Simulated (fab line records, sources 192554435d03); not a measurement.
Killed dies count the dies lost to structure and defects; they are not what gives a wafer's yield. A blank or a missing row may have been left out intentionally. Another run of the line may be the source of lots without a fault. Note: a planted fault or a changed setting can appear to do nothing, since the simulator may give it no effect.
Chamber matching    flow n5Finfet    4 sister chambers for N5_BEOL_M11_ALD_74 on aldMetal-02
The step deposits TaN, target thk 2 nm, pulse time 2 s, purge time 3 s. 4 wafers are shown with their chamber, then 10 later ones without.

## EACH WAFER AND ITS CHAMBER
wafer   chamber  heaterPowerW (W)
L081.5  0        457
L085.5  2        446
L090.3  3        439
L090.5  1        378

## WAFERS WITH NO CHAMBER GIVEN
wafer   heaterPowerW (W)
L090.6  457
L088.2  430
L088.3  466
L088.5  447
L092.2  456
L092.3  393
L092.5  401
L096.3  372
L096.4  423
L096.5  451

## WHICH CHAMBER EACH WENT THROUGH
wafer   from the rows above           in truth
L090.6  can't be placed: 0 or 2 or 3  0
L088.2  can't be placed: 3 or 2 or 0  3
L088.3  can't be placed: 0 or 2 or 3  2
L088.5  can't be placed: 2 or 3 or 0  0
L092.2  can't be placed: 0 or 2 or 3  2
L092.3  1                             1
L092.5  can't be placed: 1 or 3 or 2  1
L096.3  1                             1
L096.4  can't be placed: 3 or 2 or 0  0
L096.5  can't be placed: 2 or 0 or 3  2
Correct placement for 2 of the 10. From these rows, 8 cannot be placed; in 8 the true chamber is one of the candidates. Wrongly placed: 0.
How it was worked out, from the rows above alone: a wafer's distance from a chamber is the root of the sum, over the readings, of the square of ((its reading less the chamber's mean) divided by the reading's scatter). The wafer belongs to the nearest chamber; if the next one is less than 2 further off, it can't be placed. A chamber's mean is the mean of its shown wafers. The scatter (one wafer shown for each chamber): square how far every hidden wafer sits from the nearest shown wafer, average those squares and take the square root.
